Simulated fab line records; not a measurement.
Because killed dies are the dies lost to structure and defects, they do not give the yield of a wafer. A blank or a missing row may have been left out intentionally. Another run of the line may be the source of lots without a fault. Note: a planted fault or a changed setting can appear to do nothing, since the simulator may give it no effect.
Which of the tools did it?	flow nandHarc	Sampling: 12 lots, 36 wafers, 5 of 1302 route steps

## WHAT THE GAUGES SHOWED, per wafer
NHARC_A_CHANNEL_FILL_D1_THK_MEAS_06: measures by ellipsometry. Usual: thkNm reads 5.1 nm (standard deviation 0.99).
lot	measured	on	thkNm (nm)	flag
L692	day 10 04:08	filmMetro-01	4.2 6.1 5.5	
L693	day 10 18:44	filmMetro-02	4.2 6.9 5.2	
L697	day 12 14:38	filmMetro-02	2.9 3.3 5.1	
L698	day 12 22:40	filmMetro-01	5.7 3.7 5.3	
L699	day 13 17:55	filmMetro-02	4.9 5.2 5.4	
L700	day 13 17:55	filmMetro-01	5.0 3.7 6.6	
L704	day 15 05:33	filmMetro-01	4.6 5.0 4.3	
L711	day 18 02:22	filmMetro-02	3.4 5.7 4.6	
L712	day 18 16:26	filmMetro-01	6.3 5.0 4.5	
L713	day 19 02:53	filmMetro-02	5.4 6.6 4.9	
L714	day 19 11:41	filmMetro-01	4.4 5.7 5.2	
L715	day 20 02:47	filmMetro-02	5.1 5.1 5.4	

NHARC_A_DECK1_JOINT_THK_MEAS_17: measures by ellipsometry. Usual: thkNm reads 45.2 nm (standard deviation 1.1).
lot	measured	on	thkNm (nm)	flag
L692	day 11 23:13	filmMetro-01	46.7 46.4 45.2	
L693	day 12 20:08	filmMetro-01	44.0 45.9 45.4	
L697	day 14 10:05	filmMetro-02	45.6 46.5 45.4	
L698	day 15 00:45	filmMetro-02	44.8 46.0 46.6	
L699	day 15 14:47	filmMetro-01	46.7 45.4 44.8	
L700	day 15 14:47	filmMetro-02	43.8 42.7 44.3	
L704	day 17 05:14	filmMetro-02	46.6 46.0 44.1	
L711	day 20 07:03	filmMetro-01	44.8 45.3 44.0	
L712	day 20 15:17	filmMetro-02	43.3 43.9 44.6	
L713	day 20 23:58	filmMetro-01	31.9 30.4 32.2	OFF
L714	day 21 10:59	filmMetro-02	31.9 31.9 32.6	OFF
L715	day 21 23:43	filmMetro-01	43.9 44.7 46.5	

NHARC_A_ONON_D2_THK_MEAS_05: measures by ellipsometry. Usual: thkNm reads 997 nm (standard deviation 5.7).
lot	measured	on	thkNm (nm)	flag
L692	day 12 00:25	filmMetro-01	999 998 1001	
L693	day 12 21:19	filmMetro-01	995 996 997	
L697	day 14 11:16	filmMetro-01	987 987 986	
L698	day 15 01:56	filmMetro-01	1002 1001 1000	
L699	day 15 15:58	filmMetro-01	997 994 996	
L700	day 15 15:58	filmMetro-02	988 990 990	
L704	day 17 06:24	filmMetro-01	998 997 999	
L711	day 20 08:13	filmMetro-02	990 989 991	
L712	day 20 16:30	filmMetro-01	1004 1005 1004	
L713	day 21 01:08	filmMetro-01	996 997 997	
L714	day 21 12:11	filmMetro-02	1004 1002 1004	
L715	day 22 00:54	filmMetro-02	994 993 993	

## TOOL THAT RAN EACH LOT (tool first, then ch and the chambers of the sampled wafers, then the start)
lot	NHARC_A_CHANNEL_FILL_D1_STRIP_29	NHARC_A_DECK1_JOINT_DEP_16
L692	rieDiel-07 ch 0,1,2, day 11 22:53 or earlier	pecvd-03 ch 1,2, day 11 22:53
L693	rieDiel-11 ch 1,3, day 12 19:51 or earlier	pecvd-03 ch 1,2, day 12 19:51
L697	rieDiel-07 ch 0,2, day 14 09:52 or earlier	pecvd-04 ch 0,1,2, day 14 09:52
L698	rieDiel-11 ch 1,2,3, day 15 00:25 or earlier	pecvd-04 ch 0,1, day 15 00:25
L699	rieDiel-07 ch 1,2, day 15 14:34 or earlier	pecvd-03 ch 0,1, day 15 14:34
L700	rieDiel-03 ch 0,1,2, day 15 14:31 or earlier	pecvd-04 ch 0,1, day 15 14:31
L704	rieDiel-11 ch 0,1, day 17 04:56 or earlier	pecvd-02 ch 0,2, day 17 04:56
L711	rieDiel-03 ch 0,1,3, day 20 06:48 or earlier	pecvd-03 ch 0,1,2, day 20 06:48
L712	rieDiel-07 ch 0,2, day 18 22:11	pecvd-03 ch 0,1, day 20 15:01
L713	rieDiel-03 ch 1,2,3, day 20 23:41 or earlier	pecvd-04 ch 1,2, day 20 23:41
L714	rieDiel-07 ch 0,2,3, day 21 10:43 or earlier	pecvd-04 ch 0,1,2, day 21 10:43
L715	rieDiel-11 ch 0,3, day 21 23:29 or earlier	pecvd-03 ch 0,1, day 21 23:29
- NHARC_A_CHANNEL_FILL_D1_STRIP_29: strips in O2, time 20 s.
- NHARC_A_DECK1_JOINT_DEP_16: deposits SiO2, target thk 45 nm.

## AS READ BY THE TOOLS THEMSELVES (means over the sampled wafers that have a number; for cases with no such wafer, the mark the record gives instead)
NHARC_A_CHANNEL_FILL_D1_STRIP_29. Usual: drypumpMotorCurrentA 6.0 A, standard deviation 0.43; oesProductAu 0.997 a.u., standard deviation 0.01; rfVppV 57.7 V, standard deviation 0.85; showerheadPlenumPTorr 3.54 Torr, standard deviation 0.11; throttleValvePct 17.035 %, standard deviation 0.0097.
lot	tool	drypumpMotorCurrentA (A)	oesProductAu (a.u.)	rfVppV (V)	showerheadPlenumPTorr (Torr)	throttleValvePct (%)	flag
L692	rieDiel-07	6.2	0.989	57.5	3.40	17.043	
L693	rieDiel-11	6.0	1.009	57.5	3.56	17.042	
L697	rieDiel-07	6.5	0.983	58.0	3.45	17.029	
L698	rieDiel-11	5.9	0.996	58.1	3.58	17.030	
L699	rieDiel-07	6.0	0.990	57.9	3.32	17.038	
L700	rieDiel-03	5.8	1.000	58.5	3.62	17.031	
L704	rieDiel-11	5.6	1.004	57.0	3.46	17.037	
L711	rieDiel-03	5.6	1.013	57.1	3.57	17.041	
L712	rieDiel-07	6.3	1.000	57.0	3.37	17.039	
L713	rieDiel-03	6.0	1.002	57.7	3.61	17.036	
L714	rieDiel-07	6.2	0.988	57.2	3.48	17.034	
L715	rieDiel-11	5.4	1.002	57.1	3.48	17.035	

NHARC_A_DECK1_JOINT_DEP_16. Usual: heaterPowerOuterW 317 W, standard deviation 66; heaterPowerW 568 W, standard deviation 92; throttleValvePct 15.9 %, standard deviation 0.71.
lot	tool	heaterPowerOuterW (W)	heaterPowerW (W)	throttleValvePct (%)	flag
L692	pecvd-03	330	597	15.2	
L693	pecvd-03	323	580	15.2	
L697	pecvd-04	312	566	16.2	
L698	pecvd-04	338	604	15.6	
L699	pecvd-03	220	430	15.9	
L700	pecvd-04	383	654	15.7	
L704	pecvd-02	273	496	16.3	
L711	pecvd-03	315	551	15.6	
L712	pecvd-03	271	480	16.1	
L713	pecvd-04	381	666	16.0	
L714	pecvd-04	347	620	15.8	
L715	pecvd-03	266	480	16.5	

## THE ANSWER, worked out from the rows above alone
Rule: a lot is off if the mean of its wafers that have a number lies more than 3 standard deviations from the usual mean. Also off: a lot with no number at a reading for which 4 or more lots have one. All remaining lots with rows at the step are treated as sound. First the gauges in route order, then the tools' own readings, where a lot's mean is used as printed above. The first step at which some lot is off is used, and at that step the reading that is off furthest; a lot without a number counts as furthest.
Off: L713, L714 (NHARC_A_DECK1_JOINT_THK_MEAS_17, thkNm).
If a tool, at a process step before that reading, ran all the lots that are off and no sound lot after the first of them, it fits. Those tools and the gauges at NHARC_A_DECK1_JOINT_THK_MEAS_17 are tried in the same way. NHARC_A_CHANNEL_FILL_D1_STRIP_29 gives no start for some lots, so the hours and the order of its lots are those of NHARC_A_DECK1_JOINT_DEP_16. One candidate fits, namely pecvd-04 at NHARC_A_DECK1_JOINT_DEP_16. A fault onset in the window from L700 (day 15 14:31, its last sound lot) to L713 (day 20 23:41, its first lot off) fits.

## WHAT HAD BEEN PUT IN BY THE SIMULATOR
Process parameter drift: pecvd-04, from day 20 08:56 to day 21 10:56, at NHARC_A_DECK1_JOINT_DEP_16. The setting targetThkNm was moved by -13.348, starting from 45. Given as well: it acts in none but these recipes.
Lots struck among those shown: L713, L714. The rule above found the same.
